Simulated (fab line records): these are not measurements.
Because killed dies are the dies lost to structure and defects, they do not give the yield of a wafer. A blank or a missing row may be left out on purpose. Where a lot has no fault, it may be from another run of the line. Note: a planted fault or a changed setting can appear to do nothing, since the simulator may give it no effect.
Split-lot trial || flow n5 finfet || on a route of 1938 steps: 7 lots, 21 wafers read

## THE SPLIT
At N5_HKMG_FIN_COAT_30 (time 60 s, resist thk 35 nm), the setting spin rpm was moved away from the recipe's 1500 rpm on 10 of the 21 wafers read, by -10.3% to +9.3%. The other wafers ran this setting at the recipe's value.

## FROM THE SPLIT TO THE READING: what the file shows between them, 6 steps
- N5_HKMG_FIN_EXPOSE_09: exposes mask NWFM (also split here: dose mj)
- N5_HKMG_FIN_PEB_10: peb time 60 s
- N5_HKMG_FIN_DEVELOP_11: develop time 30 s
- N5_HKMG_FIN_CD_MEAS_12: target cd 92.8 nm
- N5_HKMG_FIN_DESCUM_17: chemistry O2, time 7.9 s
- N5_HKMG_FIN_ETCH_31: etches SiARC in CF4, target depth 45.5 nm, time 75.8 s

## THE READING
SiARC_of_HKMG_FIN_COAT_30.thk nm (the simulator's own value, which no gauge read), in nm, at N5_HKMG_FIN_ETCH_32 (etches SOC in N2/H2, target depth 240 nm, time 300 s). The file gives no usual value for it. Here, 11 wafers ran the recipe; their average is 21.1 nm with a standard deviation of 0.31 nm.

{"wafer": "L075.1", "tool, chamber at the split": "litho track-02, 0", "spin rpm as run, rpm": 1626, "against the recipe": "+8.4%", "SiARC_of_HKMG_FIN_COAT_30.thk nm, nm": 19.6, "against lot-mates on the recipe": -1.8}
{"wafer": "L075.3", "tool, chamber at the split": "litho track-02, 0", "spin rpm as run, rpm": 1500, "against the recipe": "recipe", "SiARC_of_HKMG_FIN_COAT_30.thk nm, nm": 21.4, "against lot-mates on the recipe": "-"}
{"wafer": "L075.4", "tool, chamber at the split": "litho track-02, 0", "spin rpm as run, rpm": 1626, "against the recipe": "+8.4%", "SiARC_of_HKMG_FIN_COAT_30.thk nm, nm": 19.8, "against lot-mates on the recipe": -1.6}
{"wafer": "L076.1", "tool, chamber at the split": "litho track-02, 0", "spin rpm as run, rpm": 1500, "against the recipe": "recipe", "SiARC_of_HKMG_FIN_COAT_30.thk nm, nm": 21, "against lot-mates on the recipe": "-"}
{"wafer": "L076.2", "tool, chamber at the split": "litho track-02, 0", "spin rpm as run, rpm": 1500, "against the recipe": "recipe", "SiARC_of_HKMG_FIN_COAT_30.thk nm, nm": 21, "against lot-mates on the recipe": "-"}
{"wafer": "L076.6", "tool, chamber at the split": "litho track-02, 0", "spin rpm as run, rpm": 1456, "against the recipe": "-2.9%", "SiARC_of_HKMG_FIN_COAT_30.thk nm, nm": 21.4, "against lot-mates on the recipe": "+0.4"}
{"wafer": "L081.1", "tool, chamber at the split": "litho track-04, 0", "spin rpm as run, rpm": 1346, "against the recipe": "-10.3%", "SiARC_of_HKMG_FIN_COAT_30.thk nm, nm": 23, "against lot-mates on the recipe": "+2.0"}
{"wafer": "L081.6", "tool, chamber at the split": "litho track-04, 0", "spin rpm as run, rpm": 1346, "against the recipe": "-10.3%", "SiARC_of_HKMG_FIN_COAT_30.thk nm, nm": 23, "against lot-mates on the recipe": "+2.0"}
{"wafer": "L081.3", "tool, chamber at the split": "litho track-04, 0", "spin rpm as run, rpm": 1500, "against the recipe": "recipe", "SiARC_of_HKMG_FIN_COAT_30.thk nm, nm": 21, "against lot-mates on the recipe": "-"}
{"wafer": "L083.1", "tool, chamber at the split": "litho track-02, 0", "spin rpm as run, rpm": 1500, "against the recipe": "recipe", "SiARC_of_HKMG_FIN_COAT_30.thk nm, nm": 21.4, "against lot-mates on the recipe": "-"}
{"wafer": "L083.3", "tool, chamber at the split": "litho track-02, 0", "spin rpm as run, rpm": 1500, "against the recipe": "recipe", "SiARC_of_HKMG_FIN_COAT_30.thk nm, nm": 20.4, "against lot-mates on the recipe": "-"}
{"wafer": "L083.4", "tool, chamber at the split": "litho track-02, 0", "spin rpm as run, rpm": 1500, "against the recipe": "recipe", "SiARC_of_HKMG_FIN_COAT_30.thk nm, nm": 20.8, "against lot-mates on the recipe": "-"}
{"wafer": "L086.1", "tool, chamber at the split": "litho track-04, 0", "spin rpm as run, rpm": 1639, "against the recipe": "+9.3%", "SiARC_of_HKMG_FIN_COAT_30.thk nm, nm": 19, "against lot-mates on the recipe": -2.0}
{"wafer": "L086.3", "tool, chamber at the split": "litho track-04, 0", "spin rpm as run, rpm": 1639, "against the recipe": "+9.3%", "SiARC_of_HKMG_FIN_COAT_30.thk nm, nm": 20, "against lot-mates on the recipe": -1.0}
{"wafer": "L086.5", "tool, chamber at the split": "litho track-04, 0", "spin rpm as run, rpm": 1500, "against the recipe": "recipe", "SiARC_of_HKMG_FIN_COAT_30.thk nm, nm": 21, "against lot-mates on the recipe": "-"}
{"wafer": "L095.2", "tool, chamber at the split": "litho track-04, 0", "spin rpm as run, rpm": 1546, "against the recipe": "+3.1%", "SiARC_of_HKMG_FIN_COAT_30.thk nm, nm": 21, "against lot-mates on the recipe": -0.6}
{"wafer": "L095.5", "tool, chamber at the split": "litho track-04, 0", "spin rpm as run, rpm": 1546, "against the recipe": "+3.1%", "SiARC_of_HKMG_FIN_COAT_30.thk nm, nm": 20.2, "against lot-mates on the recipe": -1.4}
{"wafer": "L095.6", "tool, chamber at the split": "litho track-04, 0", "spin rpm as run, rpm": 1500, "against the recipe": "recipe", "SiARC_of_HKMG_FIN_COAT_30.thk nm, nm": 21.6, "against lot-mates on the recipe": "-"}
{"wafer": "L096.2", "tool, chamber at the split": "litho track-04, 0", "spin rpm as run, rpm": 1500, "against the recipe": "recipe", "SiARC_of_HKMG_FIN_COAT_30.thk nm, nm": 21, "against lot-mates on the recipe": "-"}
{"wafer": "L096.6", "tool, chamber at the split": "litho track-04, 0", "spin rpm as run, rpm": 1500, "against the recipe": "recipe", "SiARC_of_HKMG_FIN_COAT_30.thk nm, nm": 21, "against lot-mates on the recipe": "-"}
{"wafer": "L096.3", "tool, chamber at the split": "litho track-04, 0", "spin rpm as run, rpm": 1354, "against the recipe": "-9.7%", "SiARC_of_HKMG_FIN_COAT_30.thk nm, nm": 23.4, "against lot-mates on the recipe": "+2.4"}

THE FIT
A straight line over all 21 wafers: SiARC_of_HKMG_FIN_COAT_30.thk nm changes by -0.184 nm for each +1% of spin rpm; r = -0.95; the points scatter about the line by 0.35 nm.
The same after taking each lot's own level away (the mean of its wafers on the recipe; 21 wafers): -0.198 nm for each +1%; r = -0.96; scatter 0.34 nm.
According to that fit, moving spin rpm by its largest amount changes the reading by 2 nm.
From 20.87 to 21.60 nm: that is the span of the lots' own levels, equal to 2.4 times the standard deviation above.
The two slopes agree, so the slope changes little with the lot-to-lot level.
Check: for one of the wafers moved furthest among these (-10.3%), held out of the fit, the line's prediction against its lot-mates is +2.05 nm. It came out at +2 nm against them.

## THESE WAFERS: OTHER SPLITS
Note: prior to the reading, these wafers also went through further splits. Each is held against what the fit with the lots' levels taken away leaves over:
{"other split on the same wafers": "N5_SD_EPI_N_DESCUM_14 time s", "wafers away from the commonest value": 10, "r with SiARC_of_HKMG_FIN_COAT_30.thk nm (lot level and that fit taken away)": -0.27}
{"other split on the same wafers": "N5_ILD0_PRECLEAN_10 time s", "wafers away from the commonest value": 11, "r with SiARC_of_HKMG_FIN_COAT_30.thk nm (lot level and that fit taken away)": -0.49}
{"other split on the same wafers": "N5_SDB_COAT_05 spin rpm", "wafers away from the commonest value": 8, "r with SiARC_of_HKMG_FIN_COAT_30.thk nm (lot level and that fit taken away)": -0.04}
{"other split on the same wafers": "N5_HKMG_FIN_EXPOSE_09 dose mj", "wafers away from the commonest value": 9, "r with SiARC_of_HKMG_FIN_COAT_30.thk nm (lot level and that fit taken away)": -0.17}

## THE WHOLE CHAIN: every reading that the file lists as answering this split, in the file's order
{"step": "N5_HKMG_FIN_COAT_30", "what it does": "time 60 s, resist thk 35 nm", "reading": "SiARC_of_HKMG_FIN_COAT_30.thk nm (the simulator's own value, which no gauge read)", "change (the file's fit)": "-0.188 nm for each +1% of the setting", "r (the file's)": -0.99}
{"step": "N5_HKMG_FIN_ETCH_31", "what it does": "etches SiARC in CF4, target depth 45.5 nm, time 75.8 s", "reading": "CAR-ArF_of_HKMG_FIN_COAT_06.thk nm (the simulator's own value, which no gauge read)", "change (the file's fit)": "+0.174 nm for each +1% of the setting", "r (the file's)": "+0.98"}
{"step": "N5_HKMG_FIN_ETCH_31", "what it does": "etches SiARC in CF4, target depth 45.5 nm, time 75.8 s", "reading": "etch.depth nm (the simulator's own value, which no gauge read)", "change (the file's fit)": "-0.18 nm for each +1% of the setting", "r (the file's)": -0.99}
{"step": "N5_HKMG_FIN_ETCH_32", "what it does": "etches SOC in N2/H2, target depth 240 nm, time 300 s", "reading": "SiARC_of_HKMG_FIN_COAT_30.thk nm (the simulator's own value, which no gauge read)", "change (the file's fit)": "-0.204 nm for each +1% of the setting", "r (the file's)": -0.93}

## FILE'S OWN FIT
SiARC_of_HKMG_FIN_COAT_30.thk nm changes by -0.204 nm for each +1% of spin rpm, r = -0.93.
